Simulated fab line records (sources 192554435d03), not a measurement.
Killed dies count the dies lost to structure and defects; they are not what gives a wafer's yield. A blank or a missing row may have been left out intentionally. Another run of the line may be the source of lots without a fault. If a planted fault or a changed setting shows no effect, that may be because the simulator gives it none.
What tool caused it? | flow n5-finfet | 24 lots with 72 wafers sampled at 6 steps, on a route of 1938 steps

== WHAT EACH GAUGE READ, for each wafer ==
N5_BEOL_M15_THK_MEAS_50: measures by xrf. Usual: M15_THK typically reads 829 nm, with standard deviation 19.
lot  | measured     | on            | M15_THK (nm) | flag
L075 | day 11 22:59 | film-metro-01 | 839 830 811  |
L074 | day 12 01:27 | film-metro-02 | 817 801 834  |
L076 | day 12 11:37 | film-metro-02 | 820 809 800  |
L077 | day 12 16:34 | film-metro-02 | 836 813 827  |
L079 | day 13 12:13 | film-metro-01 | 830 806 856  |
L078 | day 13 12:30 | film-metro-02 | 827 851 847  |
L080 | day 13 15:11 | film-metro-01 | 799 836 823  |
L081 | day 13 18:20 | film-metro-02 | 845 864 860  |
L082 | day 14 03:55 | film-metro-02 | 801 817 822  |
L085 | day 15 10:49 | film-metro-02 | 845 854 821  |
L086 | day 15 13:59 | film-metro-01 | 852 804 862  |
L083 | day 15 16:23 | film-metro-01 | 860 809 847  |
L084 | day 15 16:39 | film-metro-01 | 845 846 848  |
L088 | day 15 17:17 | film-metro-01 | 841 815 834  |
L087 | day 15 22:45 | film-metro-02 | 816 838 813  |
L090 | day 16 05:23 | film-metro-01 | 853 818 833  |
L091 | day 16 06:10 | film-metro-01 | 807 840 815  |
L089 | day 16 06:37 | film-metro-02 | 799 814 815  |
L092 | day 17 08:24 | film-metro-01 | 808 826 830  |
L094 | day 17 10:32 | film-metro-01 | 846 807 866  |
L095 | day 17 15:41 | film-metro-02 | 803 821 814  |
L093 | day 18 06:55 | film-metro-02 | 847 820 839  |
L097 | day 18 13:11 | film-metro-02 | 853 835 792  |
L096 | day 18 17:44 | film-metro-01 | 824 854 834  |

N5_MIM_BOT_LITHO_CD_MEAS_08 targets a cd of 3000 nm. Usual: cd-nm at 3000.4 nm, with a standard deviation of 2.1.
lot  | measured     | on        | cd-nm (nm)           | flag
L075 | day 12 05:37 | cd-sem-01 | 2999.4 2998.6 2999.6 |
L074 | day 12 06:47 | cd-sem-03 | 2999.6 2998.2 2997.6 |
L076 | day 12 16:22 | cd-sem-03 | 3001.9 3003.7 3002.7 |
L077 | day 12 23:00 | cd-sem-02 | 2997.1 2998.7 3000.1 |
L079 | day 13 18:15 | cd-sem-03 | 3003.0 3000.7 3001.9 |
L078 | day 13 18:19 | cd-sem-02 | 3000.8 3001.2 3000.7 |
L080 | day 13 18:58 | cd-sem-02 | 3004.1 3002.1 2999.6 |
L081 | day 13 23:30 | cd-sem-03 | 3001.2 2998.5 3000.2 |
L082 | day 14 10:28 | cd-sem-03 | 3001.6 3003.8 3001.7 |
L085 | day 15 14:50 | cd-sem-02 | 3001.7 3002.0 3005.2 |
L086 | day 15 17:53 | cd-sem-02 | 2998.2 2998.7 3001.1 |
L083 | day 15 19:50 | cd-sem-01 | 3000.1 2999.7 2997.9 |
L084 | day 15 20:25 | cd-sem-02 | 3004.3 3004.3 2998.5 |
L088 | day 15 22:38 | cd-sem-03 | 2998.2 2994.4 3000.1 |
L087 | day 16 05:31 | cd-sem-02 | 3001.0 2999.1 3000.0 |
L090 | day 16 11:09 | cd-sem-02 | 3000.6 3001.6 3001.5 |
L091 | day 16 11:22 | cd-sem-03 | 2998.8 3000.5 2998.4 |
L089 | day 16 11:32 | cd-sem-02 | 3001.9 3002.7 2997.9 |
L092 | day 17 12:07 | cd-sem-02 | 3001.4 2999.2 3001.7 |
L094 | day 17 16:31 | cd-sem-01 | 2999.0 2998.5 3002.7 |
L095 | day 17 22:10 | cd-sem-03 | 3003.4 3000.5 3001.6 |
L093 | day 18 13:01 | cd-sem-03 | 2996.3 2998.3 2998.4 |
L097 | day 18 18:05 | cd-sem-01 | 3001.2 3001.6 2998.5 |
L096 | day 18 23:21 | cd-sem-03 | 2999.0 3000.3 3000.3 |

== WHICH TOOL RAN EACH LOT (tool, then ch and the chambers of the sampled wafers, then the start) ==
lot  | N5_BEOL_M15_STRIP_62                          | N5_BEOL_M15_SPUTTER_44       | N5_BEOL_M15_ANNEAL_48            | N5_PASSIVATION_PECVD_00
L075 | rie-diel-02 ch 0,1,2, day 11 21:57 or earlier | pvd-sputter-03, day 11 21:57 | rtp-anneal-01 ch 0, day 11 22:26 | pecvd-02 ch 0,1,2, day 12 00:08
L074 | rie-diel-03 ch 1,2, day 11 23:53 or earlier   | pvd-sputter-03, day 11 23:53 | rtp-anneal-02 ch 0, day 12 00:56 | pecvd-02 ch 0,1,2, day 12 02:36
L076 | rie-diel-06 ch 0,2, day 12 10:35 or earlier   | pvd-sputter-01, day 12 10:35 | rtp-anneal-02 ch 0, day 12 11:04 | pecvd-02 ch 1,2, day 12 12:46
L077 | rie-diel-06 ch 0,1,3, day 12 15:32 or earlier | pvd-sputter-03, day 12 15:32 | rtp-anneal-02 ch 0, day 12 15:58 | pecvd-01 ch 0,1,2, day 12 17:43
L079 | rie-diel-03 ch 1,3, day 13 11:11 or earlier   | pvd-sputter-03, day 13 11:11 | rtp-anneal-02 ch 0, day 13 11:37 | pecvd-02 ch 0,1,2, day 13 13:22
L078 | rie-diel-06 ch 0,1,3, day 13 11:28 or earlier | pvd-sputter-01, day 13 11:28 | rtp-anneal-02 ch 0, day 13 11:55 | pecvd-04 ch 0,1, day 13 13:39
L080 | rie-diel-02 ch 0,3, day 13 14:09 or earlier   | pvd-sputter-01, day 13 14:09 | rtp-anneal-02 ch 0, day 13 14:38 | pecvd-02 ch 0,1, day 13 16:20
L081 | rie-diel-02 ch 0,1, day 13 17:19 or earlier   | pvd-sputter-02, day 13 17:19 | rtp-anneal-01 ch 0, day 13 17:50 | pecvd-04 ch 0,1, day 13 19:29
L082 | rie-diel-03 ch 0,3, day 14 02:53 or earlier   | pvd-sputter-03, day 14 02:53 | rtp-anneal-02 ch 0, day 14 03:22 | pecvd-04 ch 0,1,2, day 14 05:04
L085 | rie-diel-06 ch 1,2, day 15 09:19 or earlier   | pvd-sputter-01, day 15 09:19 | rtp-anneal-02 ch 0, day 15 10:19 | pecvd-04 ch 0,1,2, day 15 11:57
L086 | rie-diel-02 ch 1,3, day 15 12:50 or earlier   | pvd-sputter-02, day 15 12:50 | rtp-anneal-01 ch 0, day 15 13:24 | pecvd-02 ch 0,1, day 15 15:08
L083 | rie-diel-06 ch 0,1,2, day 15 15:05 or earlier | pvd-sputter-01, day 15 15:05 | rtp-anneal-01 ch 0, day 15 15:53 | pecvd-04 ch 1,2, day 15 17:31
L084 | rie-diel-02 ch 0,1, day 15 15:26 or earlier   | pvd-sputter-03, day 15 15:26 | rtp-anneal-01 ch 0, day 15 16:11 | pecvd-01 ch 0,1,2, day 15 17:49
L088 | rie-diel-06 ch 0,1,2, day 15 15:29 or earlier | pvd-sputter-01, day 15 15:29 | rtp-anneal-02 ch 0, day 15 16:31 | pecvd-04 ch 0,1, day 15 18:28
L087 | rie-diel-06 ch 2,3, day 15 21:38 or earlier   | pvd-sputter-01, day 15 21:38 | rtp-anneal-01 ch 0, day 15 22:10 | pecvd-04 ch 1,2, day 15 23:55
L090 | rie-diel-02 ch 0,2, day 16 04:22 or earlier   | pvd-sputter-03, day 16 04:22 | rtp-anneal-02 ch 0, day 16 04:53 | pecvd-01 ch 0,1, day 16 06:32
L091 | rie-diel-02 ch 0,1,2, day 16 04:59 or earlier | pvd-sputter-02, day 16 04:59 | rtp-anneal-01 ch 0, day 16 05:34 | pecvd-02 ch 0,1, day 16 07:18
L089 | rie-diel-02 ch 0,1,2, day 16 05:01 or earlier | pvd-sputter-01, day 16 05:01 | rtp-anneal-01 ch 0, day 16 06:01 | pecvd-02 ch 0,1,2, day 16 07:46
L092 | rie-diel-06 ch 0,3, day 17 07:22 or earlier   | pvd-sputter-03, day 17 07:22 | rtp-anneal-01 ch 0, day 17 07:54 | pecvd-01 ch 0,1, day 17 09:32
L094 | rie-diel-06 ch 1,2,3, day 17 09:29 or earlier | pvd-sputter-01, day 17 09:29 | rtp-anneal-01 ch 0, day 17 09:56 | pecvd-02 ch 0,1, day 17 11:43
L095 | rie-diel-03 ch 2,3, day 17 14:38 or earlier   | pvd-sputter-03, day 17 14:38 | rtp-anneal-01 ch 0, day 17 15:10 | pecvd-01 ch 0,2, day 17 16:51
L093 | rie-diel-03 ch 0,3, day 18 05:47 or earlier   | pvd-sputter-01, day 18 05:47 | rtp-anneal-01 ch 0, day 18 06:20 | pecvd-01 ch 0,1,2, day 18 08:04
L097 | rie-diel-02 ch 0,1,3, day 18 12:08 or earlier | pvd-sputter-02, day 18 12:08 | rtp-anneal-01 ch 0, day 18 12:35 | pecvd-04 ch 0,1,2, day 18 14:19
L096 | rie-diel-03 ch 1,3, day 18 15:58 or earlier   | pvd-sputter-02, day 18 15:58 | rtp-anneal-01 ch 0, day 18 17:09 | pecvd-01 ch 0,2, day 18 18:53
- N5_BEOL_M15_STRIP_62: strips in O2.
- N5_BEOL_M15_SPUTTER_44: material Ta, target thk 15 nm, time 24.19 s.
- N5_BEOL_M15_ANNEAL_48: time 90 s.
- N5_PASSIVATION_PECVD_00: deposits SiO2 from SiH4/N2O, target thk 200 nm, time 11.2 s.

== WHAT THE TOOLS THEMSELVES READ (means of the sampled wafers that have a number; where no wafer has one, the mark that the record gives instead) ==
N5_BEOL_M15_STRIP_62. Usual: drypump-motor-current-A 5.7 A, standard deviation 0.39; oes-product-au 0.82 a.u., standard deviation 0.098; rf-vpp-V 3.6 V, standard deviation 0.48; showerhead-plenum-p-Torr 2.13 Torr, standard deviation 0.058; throttle-valve-pct 16.60 %, standard deviation 0.29.
lot  | tool        | drypump-motor-current-A (A) | oes-product-au (a.u.) | rf-vpp-V (V) | showerhead-plenum-p-Torr (Torr) | throttle-valve-pct (%) | flag
L075 | rie-diel-02 | 5.9                         | 0.72                  | 3.3          | 2.08                            | 16.72                  |
L074 | rie-diel-03 | 5.6                         | 0.94                  | 3.1          | 2.05                            | 16.35                  |
L076 | rie-diel-06 | 5.8                         | 0.78                  | 3.5          | 2.17                            | 16.85                  |
L077 | rie-diel-06 | 5.6                         | 0.83                  | 3.6          | 2.15                            | 16.67                  |
L079 | rie-diel-03 | 5.5                         | 0.86                  | 3.5          | 2.04                            | 16.46                  |
L078 | rie-diel-06 | 5.6                         | 0.82                  | 3.8          | 2.15                            | 16.67                  |
L080 | rie-diel-02 | 6.3                         | 0.97                  | 3.7          | 2.20                            | 16.31                  |
L081 | rie-diel-02 | 6.2                         | 0.81                  | 3.3          | 2.13                            | 16.32                  |
L082 | rie-diel-03 | 5.4                         | 0.74                  | 3.3          | 2.15                            | 16.81                  |
L085 | rie-diel-06 | 6.0                         | 0.81                  | 3.5          | 2.17                            | 16.84                  |
L086 | rie-diel-02 | 5.7                         | 0.86                  | 3.8          | 2.12                            | 16.28                  |
L083 | rie-diel-06 | 5.8                         | 0.83                  | 3.3          | 2.15                            | 16.73                  |
L084 | rie-diel-02 | 6.4                         | 0.86                  | 3.3          | 2.17                            | 16.35                  |
L088 | rie-diel-06 | 5.8                         | 0.83                  | 3.4          | 2.15                            | 16.73                  |
L087 | rie-diel-06 | 5.8                         | 0.83                  | 4.1          | 2.15                            | 16.64                  |
L090 | rie-diel-02 | 6.1                         | 0.84                  | 3.7          | 2.20                            | 16.61                  |
L091 | rie-diel-02 | 5.9                         | 0.77                  | 3.5          | 2.15                            | 16.61                  |
L089 | rie-diel-02 | 5.9                         | 0.78                  | 3.5          | 2.15                            | 16.61                  |
L092 | rie-diel-06 | 5.5                         | 0.81                  | 3.0          | 2.12                            | 16.62                  |
L094 | rie-diel-06 | 5.9                         | 0.84                  | 3.6          | 2.15                            | 16.67                  |
L095 | rie-diel-03 | 5.7                         | 0.89                  | 3.6          | 2.06                            | 16.52                  |
L093 | rie-diel-03 | 5.4                         | 0.80                  | 3.7          | 2.14                            | 16.67                  |
L097 | rie-diel-02 | 6.1                         | 0.82                  | 3.7          | 2.14                            | 16.36                  |
L096 | rie-diel-03 | 5.5                         | 0.90                  | 4.1          | 2.04                            | 16.34                  |

N5_BEOL_M15_SPUTTER_44. Usual: cathode-dc-power-W 15000 W, standard deviation 2.6; throttle-valve-pct 30.0 %, standard deviation 1.1.
lot  | tool           | cathode-dc-power-W (W) | throttle-valve-pct (%) | flag
L075 | pvd-sputter-03 | 14999                  | 29.6                   |
L074 | pvd-sputter-03 | 15001                  | 29.1                   |
L076 | pvd-sputter-01 | 14999                  | 30.4                   |
L077 | pvd-sputter-03 | 15001                  | 29.7                   |
L079 | pvd-sputter-03 | 15000                  | 29.6                   |
L078 | pvd-sputter-01 | 15001                  | 29.7                   |
L080 | pvd-sputter-01 | 15000                  | 29.8                   |
L081 | pvd-sputter-02 | 15002                  | 30.9                   |
L082 | pvd-sputter-03 | 15003                  | 29.1                   |
L085 | pvd-sputter-01 | 15000                  | 29.6                   |
L086 | pvd-sputter-02 | 14998                  | 31.3                   |
L083 | pvd-sputter-01 | 15002                  | 29.6                   |
L084 | pvd-sputter-03 | 15002                  | 29.5                   |
L088 | pvd-sputter-01 | 15003                  | 29.8                   |
L087 | pvd-sputter-01 | 15001                  | 30.6                   |
L090 | pvd-sputter-03 | 14999                  | 29.0                   |
L091 | pvd-sputter-02 | 15000                  | 30.7                   |
L089 | pvd-sputter-01 | 15001                  | 29.5                   |
L092 | pvd-sputter-03 | 15000                  | 28.9                   |
L094 | pvd-sputter-01 | 15002                  | 30.7                   |
L095 | pvd-sputter-03 | 15000                  | 29.0                   |
L093 | pvd-sputter-01 | 15000                  | 30.6                   |
L097 | pvd-sputter-02 | 15000                  | 31.3                   |
L096 | pvd-sputter-02 | 14997                  | 30.3                   |

N5_BEOL_M15_ANNEAL_48. Usual: wafer_temp_C_max at 225.91, with a standard deviation of 0.24.
lot  | tool          | wafer_temp_C_max | flag
L075 | rtp-anneal-01 | 225.68           |
L074 | rtp-anneal-02 | 225.90           |
L076 | rtp-anneal-02 | 226.21           |
L077 | rtp-anneal-02 | 225.86           |
L079 | rtp-anneal-02 | 225.90           |
L078 | rtp-anneal-02 | 225.86           |
L080 | rtp-anneal-02 | 225.94           |
L081 | rtp-anneal-01 | 225.58           |
L082 | rtp-anneal-02 | 226.22           |
L085 | rtp-anneal-02 | 225.90           |
L086 | rtp-anneal-01 | 226.00           |
L083 | rtp-anneal-01 | 225.87           |
L084 | rtp-anneal-01 | 225.76           |
L088 | rtp-anneal-02 | 225.62           |
L087 | rtp-anneal-01 | 226.02           |
L090 | rtp-anneal-02 | 225.87           |
L091 | rtp-anneal-01 | 225.78           |
L089 | rtp-anneal-01 | 225.97           |
L092 | rtp-anneal-01 | 225.99           |
L094 | rtp-anneal-01 | 225.82           |
L095 | rtp-anneal-01 | 225.91           |
L093 | rtp-anneal-01 | 225.72           |
L097 | rtp-anneal-01 | 225.81           |
L096 | rtp-anneal-01 | 225.88           |

N5_PASSIVATION_PECVD_00. Usual: heater-power-w 676 W, standard deviation 94; showerhead-plenum-p-Torr 8.13 Torr, standard deviation 0.097; throttle-valve-pct 50.5 %, standard deviation 1.8.
lot  | tool     | heater-power-w (W) | showerhead-plenum-p-Torr (Torr) | throttle-valve-pct (%) | flag
L075 | pecvd-02 | 627                | 8.10                            | 49.6                   |
L074 | pecvd-02 | 644                | 8.09                            | 49.5                   |
L076 | pecvd-02 | 666                | 8.08                            | 50.1                   |
L077 | pecvd-01 | 621                | 8.06                            | 51.8                   |
L079 | pecvd-02 | 661                | 8.08                            | 49.8                   |
L078 | pecvd-04 | 783                | 8.22                            | 50.3                   |
L080 | pecvd-02 | 728                | 8.13                            | 50.2                   |
L081 | pecvd-04 | 664                | 8.17                            | 50.7                   |
L082 | pecvd-04 | 725                | 8.24                            | 50.1                   |
L085 | pecvd-04 | 725                | 8.24                            | 50.1                   |
L086 | pecvd-02 | 704                | 8.13                            | 50.2                   |
L083 | pecvd-04 | 840                | 8.29                            | 49.5                   |
L084 | pecvd-01 | 631                | 8.06                            | 51.9                   |
L088 | pecvd-04 | 730                | 8.24                            | 50.5                   |
L087 | pecvd-04 | 768                | 8.29                            | 49.5                   |
L090 | pecvd-01 | 586                | 8.09                            | 53.2                   |
L091 | pecvd-02 | 733                | 8.14                            | 49.7                   |
L089 | pecvd-02 | 667                | 8.09                            | 49.7                   |
L092 | pecvd-01 | 520                | 8.10                            | 53.9                   |
L094 | pecvd-02 | 671                | 8.12                            | 50.2                   |
L095 | pecvd-01 | 595                | 8.10                            | 52.8                   |
L093 | pecvd-01 | 645                | 8.06                            | 51.9                   |
L097 | pecvd-04 | 750                | 8.24                            | 50.5                   |
L096 | pecvd-01 | 677                | 8.05                            | 50.9                   |

== THE ANSWER, worked out from the rows above alone ==
Rule: a lot is off if the mean of its wafers that have a number lies more than 3 standard deviations from the usual mean. Also off: a lot with no number at a reading for which 4 or more lots have one. Where the step has rows for the other lots, those lots are counted as sound. After the gauges, taken in route order, come the tools' own readings; for these a lot's mean is taken, as printed above. The first step at which some lot is off is used, and at that step the reading that is off furthest; a lot without a number counts as furthest.
No lot is off on any of the readings shown, so nothing can be concluded from this.

== WHAT HAD BEEN PUT IN BY THE SIMULATOR ==
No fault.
